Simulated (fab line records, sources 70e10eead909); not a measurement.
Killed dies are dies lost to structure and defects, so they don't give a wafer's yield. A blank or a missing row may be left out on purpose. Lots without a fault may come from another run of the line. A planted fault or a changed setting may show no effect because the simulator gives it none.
fab line records | flow nand_harc
record lots=13 wafers=39 last_day=33
route steps=1302 shown P_ZERO_WELL@41 P_STI@84
lots that met no fault: from a run of the same line without faults
start_h: hours from the record's first day to the start of the lot's first wafer shown | wait_h: hours since the lot's step before | " the same as in the row above | L1.1+2: a row that stands for several wafers | - no value, or no start given | * or withheld: withheld | < > ~ a bound
route shown NAME@n: a module of which the file shows steps, and the number in the route of the first | usual: mean/standard deviation of fault-free wafers | same: alike in all rows | chamber/n: place in a boat | sites: the reading at each site | _std_site: their standard deviation | _edge_site: outer sites' mean less inner sites' | radius_mm: how far each site lies from the wafer's centre | mask NAME#n: copy n | behind: the tool/chamber that last shaped the wafer | hold: why the lot was held/for how many hours/how that ended | device: the transistor (n, p or np) that didn't switch | end of line: the same wafers' tests at the end of the route | a step without rows: its recipe alone | killed: dies lost to structure and defects at the first sort, not the wafer's yield | map: a wafer's dies, x killed, . not, _ none there
set.NAME: the setting as run; set.NAME@STEP: as run at that earlier step | model.NAME: the simulator's own value behind a step, which no gauge read
steps of the route over a sample of lots; a table a step, a row a wafer
services: from which hour (start_h, from the record's first day; less than 0 if before it) a tool's chamber was out of use, for how many hours, and why
## steps
# step NHARC_P_ZERO_WELL_EXPOSE_34
# recipe na=0.6 target_cd_nm=720 dose_mj=22.31 mask_id=P_PWELL
# usual focus_offset_nm=0.0/0.49
# columns lot.wafer tool chamber start_h wait_h mask focus_offset_nm
L483.1 krf_scanner-02 0 24.67 - P_PWELL#0 0.3
L483.2 " 0 " " P_PWELL#0 1.1
L483.5 " 0 " " P_PWELL#0 0.4
L484.3 krf_scanner-01 0 33.98 - P_PWELL#0 0.3
L484.5 " 0 " " P_PWELL#0 0.4
L484.6 " 0 " " P_PWELL#0 0.0
L486.2 krf_scanner-02 0 53.83 - P_PWELL#0 0.6
L486.3 " 0 " " P_PWELL#0 -0.4
L486.6 " 0 " " P_PWELL#0 -0.4
L487.2 krf_scanner-01 0 63.93 - P_PWELL#0 0.2
L487.4 " 0 " " P_PWELL#0 0.3
L487.5 " 0 " " P_PWELL#0 0.2
L488.3 krf_scanner-02 0 75.18 - P_PWELL#0 -0.7
L488.4 " 0 " " P_PWELL#0 0.1
L488.5 " 0 " " P_PWELL#0 -0.7
L489.3 krf_scanner-02 0 84.59 - P_PWELL#0 0.0
L489.5 " 0 " " P_PWELL#0 0.0
L489.6 " 0 " " P_PWELL#0 0.5
L490.1 krf_scanner-02 0 98.00 - P_PWELL#0 1.1
L490.3 " 0 " " P_PWELL#0 -0.8
L490.4 " 0 " " P_PWELL#0 -0.6
L491.1 krf_scanner-01 0 104.38 - P_PWELL_R1#0 0.4
L491.5 " 0 " " P_PWELL_R1#0 0.3
L491.6 " 0 " " P_PWELL_R1#0 0.7
L498.3 krf_scanner-01 0 173.82 - P_PWELL#0 0.1
L498.5 " 0 " " P_PWELL#0 0.5
L498.6 " 0 " " P_PWELL#0 -0.6
L502.2 krf_scanner-01 0 213.81 - P_PWELL#0 -0.5
L502.4 " 0 " " P_PWELL#0 0.3
L502.6 " 0 " " P_PWELL#0 0.0
L503.1 krf_scanner-02 0 224.62 - P_PWELL#0 0.4
L503.3 " 0 " " P_PWELL#0 -0.1
L503.4 " 0 " " P_PWELL#0 0.2
L504.1 krf_scanner-01 0 233.93 - P_PWELL#0 0.5
L504.3 " 0 " " P_PWELL#0 -1.3
L504.4 " 0 " " P_PWELL#0 -0.4
L506.1 krf_scanner-01 0 254.19 - P_PWELL#0 -0.8
L506.2 " 0 " " P_PWELL#0 -1.0
L506.5 " 0 " " P_PWELL#0 -0.9
# step NHARC_P_ZERO_WELL_CD_MEAS_37
# recipe target_cd_nm=720 landing_energy_ev=500
# usual cd_nm=720.1/1.5
# columns lot.wafer tool chamber start_h wait_h cd_nm
L483.1 cd_sem-02 0 24.82 - 721.6
L483.2 " 0 " " 718.2
L483.5 " 0 " " 720.5
L484.3 cd_sem-02 0 34.13 - 721.2
L484.5 " 0 " " 720.7
L484.6 " 0 " " 722.0
L486.2 cd_sem-01 0 53.98 - 722.7
L486.3 " 0 " " 719.7
L486.6 " 0 " " 723.9
L487.2 cd_sem-03 0 64.09 - 719.3
L487.4 " 0 " " 718.7
L487.5 " 0 " " 718.4
L488.3 cd_sem-03 0 75.33 - 721.8
L488.4 " 0 " " 718.9
L488.5 " 0 " " 721.6
L489.3 cd_sem-02 0 84.74 - 720.4
L489.5 " 0 " " 720.6
L489.6 " 0 " " 720.2
L490.1 cd_sem-03 0 98.16 - 721.1
L490.3 " 0 " " 721.6
L490.4 " 0 " " 720.6
L491.1 cd_sem-02 0 104.54 - 738.7
L491.5 " 0 " " 739.6
L491.6 " 0 " " 738.9
L498.3 cd_sem-03 0 173.97 - 721.1
L498.5 " 0 " " 720.7
L498.6 " 0 " " 718.5
L502.2 cd_sem-01 0 213.97 - 721.2
L502.4 " 0 " " 721.5
L502.6 " 0 " " 721.3
L503.1 cd_sem-01 0 224.77 - 718.4
L503.3 " 0 " " 719.5
L503.4 " 0 " " 717.6
L504.1 cd_sem-02 0 234.09 - 720.1
L504.3 " 0 " " 719.2
L504.4 " 0 " " 720.6
L506.1 cd_sem-02 0 254.34 - 719.2
L506.2 " 0 " " 716.8
L506.5 " 0 " " 719.4
# step NHARC_P_ZERO_WELL_CD_MEAS_52
# recipe target_cd_nm=2000 landing_energy_ev=500
# usual cd_nm=2000.1/1.9
# columns lot.wafer tool chamber start_h wait_h cd_nm
L483.1 cd_sem-02 0 26.46 - 2003.1
L483.2 " 0 " " 2002.3
L483.5 " 0 " " 2000.4
L484.3 cd_sem-03 0 35.64 - 1998.3
L484.5 " 0 " " 1999.0
L484.6 " 0 " " 2000.9
L486.2 cd_sem-03 0 55.49 - 2001.5
L486.3 " 0 " " 1999.4
L486.6 " 0 " " 2002.8
L487.2 cd_sem-03 0 65.60 - 2002.8
L487.4 " 0 " " 2001.7
L487.5 " 0 " " 2003.3
L488.3 cd_sem-01 0 76.84 - 2001.1
L488.4 " 0 " " 1999.4
L488.5 " 0 " " 2001.2
L489.3 cd_sem-02 0 86.41 - 1998.9
L489.5 " 0 " " 1995.3
L489.6 " 0 " " 1998.2
L490.1 cd_sem-03 0 99.89 - 2001.6
L490.3 " 0 " " 1998.8
L490.4 " 0 " " 1998.2
L491.1 cd_sem-03 0 106.17 - 2001.8
L491.5 " 0 " " 2001.4
L491.6 " 0 " " 1998.9
L498.3 cd_sem-03 0 175.75 - 2003.6
L498.5 " 0 " " 2001.7
L498.6 " 0 " " 2001.1
L502.2 cd_sem-02 0 215.61 - 1997.5
L502.4 " 0 " " 1997.3
L502.6 " 0 " " 1999.0
L503.1 cd_sem-02 0 226.28 - 1999.7
L503.3 " 0 " " 2000.1
L503.4 " 0 " " 1998.1
L504.1 cd_sem-02 0 236.27 - 2002.2
L504.3 " 0 " " 2000.6
L504.4 " 0 " " 1999.8
L506.1 cd_sem-03 0 256.01 - 2001.8
L506.2 " 0 " " 2002.0
L506.5 " 0 " " 1999.4
# step NHARC_P_STI_OVL_MEAS_10
# usual overlay_x_nm=2/4.7 overlay_y_nm=0/6.4
# columns lot.wafer tool chamber start_h wait_h overlay_x_nm overlay_y_nm
L483.1 overlay-02 - 47.12 - 6 4
L483.2 " - " " 6 4
L483.5 " - " " 6 4
L484.3 overlay-02 - 56.42 - -1 3
L484.5 " - " " -1 3
L484.6 " - " " -1 3
L486.2 overlay-01 - 72.10 - 2 16
L486.3 " - " " 3 16
L486.6 " - " " 2 16
L487.2 overlay-01 - 85.64 - -1 -6
L487.4 " - " " -1 -6
L487.5 " - " " 0 -6
L488.3 overlay-01 - 93.26 - 8 8
L488.4 " - " " 8 7
L488.5 " - " " 8 8
L489.3 overlay-02 - 105.42 - -4 -2
L489.5 " - " " -4 -2
L489.6 " - " " -4 -2
L490.1 overlay-01 - 117.07 - -2 -2
L490.3 " - " " -3 -3
L490.4 " - " " -2 -2
L491.1 overlay-02 - 124.64 - 5 -1
L491.5 " - " " 5 0
L491.6 " - " " 5 0
L498.3 overlay-01 - 202.76 - 8 -7
L498.5 " - " " 8 -8
L498.6 " - " " 8 -8
L502.2 overlay-02 - 239.44 - -5 7
L502.4 " - " " -6 7
L502.6 " - " " -6 7
L503.1 overlay-02 - 246.62 - 2 1
L503.3 " - " " 3 1
L503.4 " - " " 3 1
L504.1 overlay-02 - 254.21 - -8 -10
L504.3 " - " " -8 -10
L504.4 " - " " -8 -11
L506.1 overlay-02 - 276.25 - 5 -5
L506.2 " - " " 5 -5
L506.5 " - " " 5 -5
# step NHARC_P_STI_INSPECT_11
# usual raw_defect_count=6/3.2
# columns lot.wafer tool chamber start_h wait_h raw_defect_count
L483.1 defect_inspect-02 - 47.16 0.0 4
L483.2 " - " " 2
L483.5 " - " " 10
L484.3 defect_inspect-01 - 56.45 0.0 4
L484.5 " - " " 3
L484.6 " - " " 9
L486.2 defect_inspect-02 - 72.14 0.0 6
L486.3 " - " " 7
L486.6 " - " " 2
L487.2 defect_inspect-02 - 85.67 0.0 3
L487.4 " - " " 9
L487.5 " - " " 3
L488.3 defect_inspect-02 - 93.30 0.0 13
L488.4 " - " " 9
L488.5 " - " " 9
L489.3 defect_inspect-01 - 105.46 0.0 4
L489.5 " - " " 14
L489.6 " - " " 5
L490.1 defect_inspect-02 - 117.11 0.0 1
L490.3 " - " " 4
L490.4 " - " " 5
L491.1 defect_inspect-02 - 124.68 0.0 5
L491.5 " - " " 5
L491.6 " - " " 6
L498.3 defect_inspect-01 - 202.80 0.0 8
L498.5 " - " " 5
L498.6 " - " " 3
L502.2 defect_inspect-02 - 239.48 0.0 8
L502.4 " - " " 4
L502.6 " - " " 4
L503.1 defect_inspect-01 - 246.66 0.0 6
L503.3 " - " " 3
L503.4 " - " " 4
L504.1 defect_inspect-01 - 254.25 0.0 4
L504.3 " - " " 8
L504.4 " - " " 4
L506.1 defect_inspect-01 - 276.29 0.0 9
L506.2 " - " " 9
L506.5 " - " " 10
## services
# columns tool chamber start_h hours kind
krf_scanner-02 - 66.00 0.9 repair
krf_scanner-02 - 94.00 4.0 pm
krf_scanner-01 0 118.90 - calibration
krf_scanner-02 - 125.49 0.6 repair
krf_scanner-01 - 140.00 4.0 pm
krf_scanner-02 - 210.72 2.0 repair
## key
first_sign step=NHARC_P_ZERO_WELL_EXPOSE_34 reading=mask direction=changed
effect step=NHARC_P_ZERO_WELL_CD_MEAS_37 reading=cd_nm direction=up sigmas=13 usual=720.1 struck=739.1
met_at NHARC_P_ZERO_WELL_EXPOSE_34
struck_lots L491
tester_left_out L491
not_acting_at NHARC_P_ZERO_WELL_CD_MEAS_52,NHARC_P_STI_OVL_MEAS_10,NHARC_P_STI_INSPECT_11
onset_between 63.93 104.38
fault kind=wrong_mask tool=any chamber=- onset_h=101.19 steps=NHARC_P_ZERO_WELL_EXPOSE_34 aux_copy=P_PWELL_R1#0 cd_offset_nm=18.909 scope=struck_lots_only
# tester_left_out: of these lots the tester's yield and bins aren't shown, on N5 and GAA mostly nor the transistor test; their killed dies are dies lost to structure and defects alone, not to doping, threshold or leakage, so they don't give the yield
